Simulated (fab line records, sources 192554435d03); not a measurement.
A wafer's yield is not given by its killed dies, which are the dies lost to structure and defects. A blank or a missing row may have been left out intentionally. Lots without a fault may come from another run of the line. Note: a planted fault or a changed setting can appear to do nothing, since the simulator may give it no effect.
fab line records ; flow n5-finfet
record: lots: 7; wafers: 39
route steps=1938 shown BEOL_M8@1377
start-h: hours from the record's opening day to when the first of the lot's shown wafers began ; wait-h: hours since the lot's step before ; " repeats the value in the row above ; L1.1+2: a single row standing in for several wafers ; - no value, or no start was given ; * or withheld: withheld ; < > ~ a bound
route shown NAME@n: names a module that has steps shown in the file, with the first one's number in the route ; usual: mean/standard deviation taken from wafers without a fault ; same: alike in all rows ; chamber/n: place in a boat ; sites: the reading at each site ; _std_site: their standard deviation ; _edge_site: the outer-site mean with the inner-site mean subtracted ; radius-mm: for every site, how far away it sits from the centre of the wafer ; mask NAME#n: copy n ; behind: tool/chamber where the wafer was last shaped ; hold: the reason the lot was held/the length of the hold in hours/how it ended ; device: names the non-switching transistor (n, p or np) ; end of line: the route-end tests of the same wafers ; for a step that has no rows: nothing shown but its recipe ; killed: count of dies lost to structure and defects at first sort (not the wafer's yield) ; map: the dies of a wafer, with x for killed, . for not killed, _ for no die there
set.NAME: setting as actually run; set.NAME@STEP: the setting as run at that earlier step ; model.NAME: the simulator's own value behind a step, which no gauge read
lots with deliberately changed settings; one table per step, one row per wafer
== steps ==
step: N5_BEOL_M8_TRENCH_ETCH_37
recipe: chemistry: C4F6/O2; target-depth-a: 934.78; target: SiCOH_lowk; time-s: 31.2; ion-energy-ev: 250; pressure-mtorr: 30; source-w: 345; bias-w: 185; Ar_flow_sccm: 300; C4F6_flow_sccm: 10; O2_flow_sccm: 10
lot.wafer;tool;chamber;start-h;wait-h;set.target-depth-a;model.etch.depth-nm;model.BEOL_M8.feature-depth-nm;model.TiN_of_BEOL_M8_HM_DEP_02.thk-nm
L075.1;rie-diel-05;2;-;-;1359;130.5;130.4;16.8
L075.2;rie-diel-05;0;-;-;934.78;91;91;18
L075.3;rie-diel-05;1;-;-;1359;138.3;138.2;16.6
L075.4;rie-diel-05;3;-;-;1359;132.4;132.4;16.8
L075.5;rie-diel-05;1;-;-;934.78;95;95;18
L075.6;rie-diel-05;0;-;-;934.78;90.42;90.4;18
L076.1;rie-diel-03;0;-;-;934.78;90.7;90.6;17.2
L076.2;rie-diel-03;1;-;-;934.78;91.84;91.8;17.2
L076.3;rie-diel-03;3;-;-;934.78;97.42;97.4;16.8
L076.4;rie-diel-03;2;-;-;934.78;92.66;92.6;17
L076.5;rie-diel-03;3;-;-;934.78;98.84;98.8;17
L076.6;rie-diel-03;0;-;-;934.78;90.54;90.6;17.2
L081.1;rie-diel-05;1;-;-;478.8;48.72;48.8;18.8
L081.2;rie-diel-05;3;-;-;478.8;46.56;46.6;19
L081.3;rie-diel-05;0;-;-;934.78;91.88;91.8;17.6
L081.4;rie-diel-05;2;-;-;934.78;89.74;89.8;17.8
L081.5;rie-diel-05;2;-;-;934.78;89.41;89.4;17.8
L081.6;rie-diel-05;1;-;-;478.8;48.69;48.6;19
L082.1;rie-diel-03;1;-;-;1310;127.8;127.8;16.6
L082.2;rie-diel-03;0;-;-;934.78;91.11;91.2;17.4
L082.3;rie-diel-03;3;-;-;1310;136.1;136;16.4
L082.4;rie-diel-03;3;-;-;934.78;97.46;97.4;17.4
L082.5;rie-diel-03;0;-;-;1310;128.2;128.2;16.4
L082.6;rie-diel-03;1;-;-;934.78;92.26;92.2;17.4
L086.1;rie-diel-04;3;-;-;934.78;95.31;95.4;16.8
L086.2;rie-diel-04;2;-;-;1244;127.2;127.2;16
L086.3;rie-diel-04;1;-;-;1244;123.5;123.6;16.4
L086.4;rie-diel-04;0;-;-;934.78;94.77;94.8;16.6
L086.5;rie-diel-04;1;-;-;1244;123.7;123.8;16.2
L086.6;rie-diel-04;2;-;-;934.78;95.7;95.8;17
L092.1;rie-diel-03;1;-;-;934.78;93.58;93.6;17.4
L092.2;rie-diel-03;0;-;-;934.78;91.02;91;17.4
L092.6;rie-diel-03;3;-;-;934.78;97.16;97.2;17
L095.1;rie-diel-04;0;-;-;934.78;95.74;95.8;17.4
L095.2;rie-diel-04;1;-;-;934.78;94.6;94.6;17.2
L095.3;rie-diel-04;3;-;-;1157;120;120;16.6
L095.4;rie-diel-04;2;-;-;934.78;95.39;95.4;17.2
L095.5;rie-diel-04;0;-;-;1157;117.3;117.4;16.8
L095.6;rie-diel-04;1;-;-;1157;117.9;118;16.6
step: N5_BEOL_M8_ETCH_41
recipe: chemistry: CH3F/O2; target: SiCN; target-depth-a: 319; taper-deg: 2; time-s: 57.8; ion-energy-ev: 120; mask-material: TiN; pressure-mtorr: 30; source-w: 395; bias-w: 75; Ar_flow_sccm: 150; CH3F_flow_sccm: 30; O2_flow_sccm: 20
step: N5_BEOL_M8_STRIP_80
recipe: chemistry: N2/H2; time-s: 10; power-w: 450; temp-c: 40; pressure-mtorr: 20; rf-frequency-hz: 6e+07; bias-power-w: 7; n2-flow-sccm: 200; h2-flow-sccm: 200
step: N5_BEOL_M8_OCD_MEAS_38
usual: trench-depth-nm: 93.2/2.6
lot.wafer;tool;chamber;start-h;wait-h;set.target-depth-a@BEOL_M8_TRENCH_ETCH_37;trench-depth-nm
L075.1;ocd-01;-;195.60;-;1359;130.5
L075.2;ocd-01;-;195.60;-;934.78;91.3
L075.3;ocd-01;-;195.60;-;1359;138.2
L075.4;ocd-01;-;195.60;-;1359;132.6
L075.5;ocd-01;-;195.60;-;934.78;95.1
L075.6;ocd-01;-;195.60;-;934.78;90.5
L076.1;ocd-02;-;215.42;-;934.78;91.2
L076.2;ocd-02;-;215.42;-;934.78;91.9
L076.3;ocd-02;-;215.42;-;934.78;97.6
L076.4;ocd-02;-;215.42;-;934.78;92.6
L076.5;ocd-02;-;215.42;-;934.78;98.5
L076.6;ocd-02;-;215.42;-;934.78;90.6
L081.1;ocd-02;-;231.87;-;478.8;49.0
L081.2;ocd-02;-;231.87;-;478.8;46.5
L081.3;ocd-02;-;231.87;-;934.78;91.9
L081.4;ocd-02;-;231.87;-;934.78;89.8
L081.5;ocd-02;-;231.87;-;934.78;89.1
L081.6;ocd-02;-;231.87;-;478.8;48.4
L082.1;ocd-01;-;241.80;-;1310;128.0
L082.2;ocd-01;-;241.80;-;934.78;91.2
L082.3;ocd-01;-;241.80;-;1310;135.7
L082.4;ocd-01;-;241.80;-;934.78;97.1
L082.5;ocd-01;-;241.80;-;1310;128.1
L082.6;ocd-01;-;241.80;-;934.78;92.2
L086.1;ocd-02;-;285.64;-;934.78;95.2
L086.2;ocd-02;-;285.64;-;1244;127.1
L086.3;ocd-02;-;285.64;-;1244;123.5
L086.4;ocd-02;-;285.64;-;934.78;95.4
L086.5;ocd-02;-;285.64;-;1244;123.6
L086.6;ocd-02;-;285.64;-;934.78;95.6
L092.1;ocd-02;-;304.84;-;934.78;93.8
L092.2;ocd-02;-;304.84;-;934.78;91.1
L092.6;ocd-02;-;304.84;-;934.78;97.2
L095.1;ocd-01;-;333.20;-;934.78;95.7
L095.2;ocd-01;-;333.20;-;934.78;94.9
L095.3;ocd-01;-;333.20;-;1157;119.9
L095.4;ocd-01;-;333.20;-;934.78;-
L095.5;ocd-01;-;333.20;-;1157;117.0
L095.6;ocd-01;-;333.20;-;1157;-
step: N5_BEOL_M8_HM_STRIP_39
recipe: chemistry: peroxide-tin-strip; material: TiN; target-depth-a: 250; temp-c: 50; time-s: 158
step: N5_BEOL_M8_SRD_40
recipe: time-s: 30; temp-c: 23; rinse-liquid: diw; dry: ipa-marangoni
step: N5_BEOL_M8_ECD_50
recipe: material: Cu; target-thk-a: 3000
step: N5_BEOL_M8_ANNEAL_51
recipe: temp-c: 225; time-s: 90; ambient: N2
step: N5_BEOL_M8_CMP_52
recipe: stop-on: SiCOH_lowk; t-overpolish-s: 6.9; down-force-psi: 1; platen-rpm: 50; clearing-platen-down-force-psi: 1.5; clearing-platen-rpm: 50; post-cmp-clean: cu-alkaline; target-thk-nm: 80; clearing-platen-pad-velocity-m-s: 0.99484; pad-velocity-m-s: 0.99484
lot.wafer;tool;chamber;start-h;wait-h;set.target-depth-a@BEOL_M8_TRENCH_ETCH_37;model.Cu_of_BEOL_M8_ECD_50.thk-nm
L075.2;cmp-01;0;198.24;0.4;934.78;76.6
L075.4;cmp-01;1;198.24;0.4;1359;119.6
L075.1;cmp-01;2;198.24;0.4;1359;117
L075.3;cmp-01;3;198.24;0.4;1359;125.2
L075.5;cmp-01;0;198.24;0.4;934.78;81
L075.6;cmp-01;1;198.24;0.4;934.78;78
L076.1;cmp-01;1;218.24;0.3;934.78;76.6
L076.3;cmp-01;2;218.24;0.3;934.78;82.8
L076.2;cmp-01;3;218.24;0.3;934.78;78
L076.4;cmp-01;0;218.24;0.3;934.78;77
L076.5;cmp-01;1;218.24;0.3;934.78;85.2
L076.6;cmp-01;2;218.24;0.3;934.78;75.8
L081.1;cmp-01;0;234.77;0.3;478.8;34.2
L081.2;cmp-01;1;234.77;0.3;478.8;34
L081.3;cmp-01;2;234.77;0.3;934.78;77.8
L081.4;cmp-01;3;234.77;0.3;934.78;78
L081.5;cmp-01;0;234.77;0.3;934.78;74
L081.6;cmp-01;1;234.77;0.3;478.8;34.4
L082.3;cmp-03;2;243.55;0.2;1310;123.4
L082.1;cmp-03;3;243.55;0.2;1310;112.6
L082.4;cmp-03;0;243.55;0.2;934.78;83.2
L082.2;cmp-03;1;243.55;0.2;934.78;80.8
L082.5;cmp-03;2;243.55;0.2;1310;115.2
L082.6;cmp-03;3;243.55;0.2;934.78;76.8
L086.3;cmp-04;2;287.87;0.2;1244;112
L086.4;cmp-04;3;287.87;0.2;934.78;82.2
L086.2;cmp-04;0;287.87;0.2;1244;115.6
L086.1+6;cmp-04;1,3;287.87;0.2;934.78;82.8
L086.5;cmp-04;2;287.87;0.2;1244;110.6
L092.2+1;cmp-03;1,2;307.87;0.2;934.78;81
L092.6;cmp-03;1;307.87;0.2;934.78;87
L095.3;cmp-01;0;336.46;0.2;1157;106.2
L095.2;cmp-01;1;336.46;0.2;934.78;82.4
L095.1;cmp-01;2;336.46;0.2;934.78;82.8
L095.4;cmp-01;3;336.46;0.2;934.78;83.2
L095.5;cmp-01;0;336.46;0.2;1157;103
L095.6;cmp-01;1;336.46;0.2;1157;105
step: N5_BEOL_M8_THK_MEAS_53
recipe: thk-meas-gauge: xrf; reads: Cu_of_BEOL_M8_ECD_50
usual: M8_THK: 82/3.1
lot.wafer;tool;chamber;start-h;wait-h;set.target-depth-a@BEOL_M8_TRENCH_ETCH_37;M8_THK[nm]
L075.1;film-metro-02;-;198.54;-;1359;121
L075.2;film-metro-02;-;198.54;-;934.78;79
L075.3;film-metro-02;-;198.54;-;1359;130
L075.4;film-metro-02;-;198.54;-;1359;123
L075.5;film-metro-02;-;198.54;-;934.78;83
L075.6;film-metro-02;-;198.54;-;934.78;80
L076.1;film-metro-01;-;218.54;-;934.78;79
L076.2;film-metro-01;-;218.54;-;934.78;80
L076.3;film-metro-01;-;218.54;-;934.78;85
L076.4;film-metro-01;-;218.54;-;934.78;79
L076.5;film-metro-01;-;218.54;-;934.78;87
L076.6;film-metro-01;-;218.54;-;934.78;77
L081.1;film-metro-02;-;235.07;-;478.8;35
L081.2;film-metro-02;-;235.07;-;478.8;35
L081.3;film-metro-02;-;235.07;-;934.78;80
L081.4;film-metro-02;-;235.07;-;934.78;80
L081.5;film-metro-02;-;235.07;-;934.78;76
L081.6;film-metro-02;-;235.07;-;478.8;35
L082.1;film-metro-01;-;243.85;-;1310;115
L082.2;film-metro-01;-;243.85;-;934.78;82
L082.3;film-metro-01;-;243.85;-;1310;126
L082.4;film-metro-01;-;243.85;-;934.78;85
L082.5;film-metro-01;-;243.85;-;1310;118
L082.6;film-metro-01;-;243.85;-;934.78;79
L086.1;film-metro-02;-;288.17;-;934.78;85
L086.2;film-metro-02;-;288.17;-;1244;118
L086.3;film-metro-02;-;288.17;-;1244;114
L086.4;film-metro-02;-;288.17;-;934.78;84
L086.5;film-metro-02;-;288.17;-;1244;113
L086.6;film-metro-02;-;288.17;-;934.78;85
L092.1;film-metro-02;-;308.12;-;934.78;83
L092.2;film-metro-02;-;308.12;-;934.78;82
L092.6;film-metro-02;-;308.12;-;934.78;88
L095.1;film-metro-02;-;336.75;-;934.78;84
L095.2;film-metro-02;-;336.75;-;934.78;83
L095.3;film-metro-02;-;336.75;-;1157;108
L095.4;film-metro-02;-;336.75;-;934.78;-
L095.5;film-metro-02;-;336.75;-;1157;105
L095.6;film-metro-02;-;336.75;-;1157;-
step: N5_BEOL_M8_PRE_CLEAN_55
recipe: gas: NH3; time-s: 15; temp-c: withheld; rf-power-w: 300
step: N5_BEOL_M8_DEP_56
recipe: material: SiCN; target-thk-a: 100; temp-c: withheld; precursor: 3MS/NH3; pressure-torr: 3; rf-w: 202; time-s: 17.5
step: N5_BEOL_M8_RS_MEAS_57
recipe: thk-meas-gauge: four-point-probe; reads: Cu_of_BEOL_M8_ECD_50+Co_of_BEOL_M8_CVD_78+TaN_of_BEOL_M8_ALD_77
usual: M8_RS: 0.285/0.013
lot.wafer;tool;chamber;start-h;wait-h;set.target-depth-a@BEOL_M8_TRENCH_ETCH_37;M8_RS[ohm/sq]
L075.1;film-metro-01;-;198.67;0.1;1359;0.184
L075.2;film-metro-01;-;198.67;0.1;934.78;0.301
L075.3;film-metro-01;-;198.67;0.1;1359;0.171
L075.4;film-metro-01;-;198.67;0.1;1359;0.180
L075.5;film-metro-01;-;198.67;0.1;934.78;0.281
L075.6;film-metro-01;-;198.67;0.1;934.78;0.294
L076.1;film-metro-01;-;218.70;0.1;934.78;0.300
L076.2;film-metro-01;-;218.70;0.1;934.78;0.294
L076.3;film-metro-01;-;218.70;0.1;934.78;0.274
L076.4;film-metro-01;-;218.70;0.1;934.78;0.299
L076.5;film-metro-01;-;218.70;0.1;934.78;0.265
L076.6;film-metro-01;-;218.70;0.1;934.78;0.304
L081.1;film-metro-01;-;235.20;0.1;478.8;0.821
L081.2;film-metro-01;-;235.20;0.1;478.8;0.832
L081.3;film-metro-01;-;235.20;0.1;934.78;0.296
L081.4;film-metro-01;-;235.20;0.1;934.78;0.294
L081.5;film-metro-01;-;235.20;0.1;934.78;0.313
L081.6;film-metro-01;-;235.20;0.1;478.8;0.817
L082.1;film-metro-02;-;243.98;0.1;1310;0.193
L082.2;film-metro-02;-;243.98;0.1;934.78;0.283
L082.3;film-metro-02;-;243.98;0.1;1310;0.174
L082.4;film-metro-02;-;243.98;0.1;934.78;0.273
L082.5;film-metro-02;-;243.98;0.1;1310;0.188
L082.6;film-metro-02;-;243.98;0.1;934.78;0.299
L086.1;film-metro-01;-;288.30;0.1;934.78;0.274
L086.2;film-metro-01;-;288.30;0.1;1244;0.187
L086.3;film-metro-01;-;288.30;0.1;1244;0.194
L086.4;film-metro-01;-;288.30;0.1;934.78;0.277
L086.5;film-metro-01;-;288.30;0.1;1244;0.196
L086.6;film-metro-01;-;288.30;0.1;934.78;0.274
L092.1;film-metro-01;-;308.25;0.1;934.78;0.281
L092.2;film-metro-01;-;308.25;0.1;934.78;0.282
L092.6;film-metro-01;-;308.25;0.1;934.78;0.259
L095.1;film-metro-01;-;336.88;0.1;934.78;0.274
L095.2;film-metro-01;-;336.88;0.1;934.78;0.276
L095.3;film-metro-01;-;336.88;0.1;1157;0.206
L095.4;film-metro-01;-;336.88;0.1;934.78;-
L095.5;film-metro-01;-;336.88;0.1;1157;0.213
L095.6;film-metro-01;-;336.88;0.1;1157;-
== key ==
split: step: N5_BEOL_M8_TRENCH_ETCH_37; setting: target-depth-a; stated: 934.78; by: wafer
response: step: N5_BEOL_M8_TRENCH_ETCH_37; reading: model.etch.depth-nm; change: +0.904; per: 1%; r: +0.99
response: step: N5_BEOL_M8_TRENCH_ETCH_37; reading: model.BEOL_M8.feature-depth-nm; change: +0.904; per: 1%; r: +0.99
response: step: N5_BEOL_M8_TRENCH_ETCH_37; reading: model.TiN_of_BEOL_M8_HM_DEP_02.thk-nm; change: -0.0243; per: 1%; r: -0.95
response: step: N5_BEOL_M8_OCD_MEAS_38; reading: trench-depth-nm; change: +0.901; per: 1%; r: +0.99
response: step: N5_BEOL_M8_CMP_52; reading: model.Cu_of_BEOL_M8_ECD_50.thk-nm; change: +0.904; per: 1%; r: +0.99
response: step: N5_BEOL_M8_THK_MEAS_53; reading: M8_THK; change: +0.93; per: 1%; r: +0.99
response: step: N5_BEOL_M8_RS_MEAS_57; reading: M8_RS; shape: bent; at-lowest: 0.823; at-stated: 0.286; at-highest: 0.178
